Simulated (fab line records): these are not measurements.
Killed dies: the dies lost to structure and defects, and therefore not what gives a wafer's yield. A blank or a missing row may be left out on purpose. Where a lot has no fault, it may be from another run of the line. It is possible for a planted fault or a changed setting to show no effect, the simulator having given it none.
Struck lot and sound lot, side by side ; flow n5_finfet ; 29 out of 1938 route steps
Sound: these wafers, L718.2, L718.4, L718.5. Wafers L728.2, L728.4, L728.6 were the ones struck. The cause comes at the end.
Each step with rows lists, per side, the tool, then ch with its chambers, then its first start. Under that, the readings that differ: sound wafers ; struck wafers ; difference of the means ; sigmas: that difference in standard deviations of wafers without a fault.
alike: words and numbers the same on both sides, and readings whose means are apart by under 2 such deviations; not compared: readings that were withheld, readings missing a value for some wafer, numbers with overlapping values and no deviation given by the record, and bounds like >300 which may hide the same value.
A row with sigmas, a row that says differs or no value, or rows on one side alone: a step with any of these is where the two part. When numbers do not overlap yet have no deviation, they are printed without sigmas and do not part them. A reading that every wafer of one side lacks parts them only if that side has two wafers or more.

first, 8 steps without rows for these wafers: N5_MOL_CONTACT_COAG_ANNEAL_112 (time 1800 s); N5_BEOL_M0_SAQP_PECVD_00 (deposits SiCN from 3MS/NH3, target thk 8 nm, time 14 s); N5_BEOL_M0_SAQP_ILD_DEP_01 (deposits SiOC from DEMS/O2, target thk 45.419 nm, time 8.7 s); N5_BEOL_M0_SAQP_HM_DEP_02 (deposits TiN, target thk 12 nm); N5_BEOL_M0_SAQP_PECVD_03 (deposits SiCN from 3MS/NH3, target thk 12 nm, time 21.1 s); N5_BEOL_M0_SAQP_PECVD_96 (deposits a-Si from SiH4/He, target thk 45 nm, time 45.2 s); N5_BEOL_M0_SAQP_PECVD_97 (deposits SiNx from SiH4/NH3/N2, target thk 23 nm, time 19.9 s); N5_BEOL_M0_SAQP_PECVD_04 (deposits a-Si from SiH4/He, target thk 60 nm, time 60.2 s).
N5_BEOL_M0_SAQP_HM_DEP_111: deposits SiO2 from SiH4/N2O, target thk 12 nm, time 7.2 s.
  sound on pecvd-02 ch 0,1,2, day 8 17:42; struck on pecvd-02 ch 1,2, day 11 08:29
  alike: heater_power_w, showerhead_plenum_p_Torr
  not compared: model.SiO2_of_BEOL_M0_SAQP_HM_DEP_111.thk_nm
then, 12 steps without rows for these wafers: N5_BEOL_M0_SAQP_COAT_81 (time 60 s, resist thk 100 nm); N5_BEOL_M0_SAQP_COAT_82 (time 60 s, resist thk 30 nm); N5_BEOL_M0_SAQP_COAT_08 (resist thk 90 nm); N5_BEOL_M0_SAQP_EBR_10; N5_BEOL_M0_SAQP_SOFTBAKE_09 (time 60 s); N5_BEOL_M0_SAQP_EXPOSE_11 (exposes mask M0 CORE, target cd 42 nm); N5_BEOL_M0_SAQP_PEB_12 (peb time 60 s); N5_BEOL_M0_SAQP_DEVELOP_13 (develop time 30 s); N5_BEOL_M0_SAQP_DESCUM_19 (chemistry O2, time 7.9 s); N5_BEOL_M0_SAQP_ETCH_83 (etches SiARC in CF4, target depth 39 nm, time 65 s); N5_BEOL_M0_SAQP_ETCH_84 (etches SOC in N2/H2, target depth 100 nm, overetch 20 nm, time 150 s); N5_BEOL_M0_SAQP_STRIP_80 (strips in N2/H2).
N5_BEOL_M0_SAQP_HM_OPEN_112: chemistry CHF3/O2, target SiO2, stops on a-Si, target depth 12 nm, time 13.5 s.
  sound on rie_diel-06 ch 0,1, day 8 18:31; struck on rie_diel-05 ch 2,3, day 11 09:12
reading;sound;struck;difference;sigmas
rf_vpp_V (V);519 515 514;534 539 534;+20;+2
  alike: drypump_motor_current_A, oes_ar_750_au, oes_product_au, showerhead_plenum_p_Torr, throttle_valve_pct
  not compared: rf_hours_counter_h, model.etch.depth_nm
then, 3 steps without rows for these wafers: N5_BEOL_M0_SAQP_STRIP_113 (strips in CHF3/O2); N5_BEOL_M0_SAQP_MANDREL_ETCH_20 (etches a-Si in HBr/Cl2, stops on SiNx, target depth 60 nm, bt time 10 s, time 30 s); N5_BEOL_M0_SAQP_STRIP_86 (strips in N2/H2).
N5_BEOL_M0_SAQP_STRIP_115: strips in post etch residue remover, time 60 s.
  sound on wet_bench-02 ch 2,6,7, day 8 18:46; struck on wet_bench-04 ch 0,2,4, day 11 09:27
  alike: temp_c
  not compared: model.SiO2_of_BEOL_M0_SAQP_HM_DEP_111.thk_nm
then, 1 step without rows for these wafers: N5_BEOL_M0_SAQP_SRD_93 (time 30 s).
-- here the record skips 3 days between the struck wafers' starts before and after, leaving off in module BEOL_M0_SAQP and picking up in module BEOL_M4 (first step shown: number 1111 of the route) --
N5_BEOL_M4_RC_MEAS_101:
  sound on prober-01 ch 0, day 11 15:10; struck on prober-02 ch 0, day 14 05:16
  alike: DIBL_N, DIBL_P, IOFF_N, IOFF_P, ION_N, ION_P, SS_N, SS_P, VT_N, VT_P
N5_PASSIVATION_PROBE_49:
  the record has rows for the sound wafers here (prober-02, day 16 00:00) and none for the struck ones

## WHERE THEY PART
Earliest at N5_BEOL_M0_SAQP_HM_OPEN_112; latest, in this record, at N5_PASSIVATION_PROBE_49.

WHY: what the simulator had put in
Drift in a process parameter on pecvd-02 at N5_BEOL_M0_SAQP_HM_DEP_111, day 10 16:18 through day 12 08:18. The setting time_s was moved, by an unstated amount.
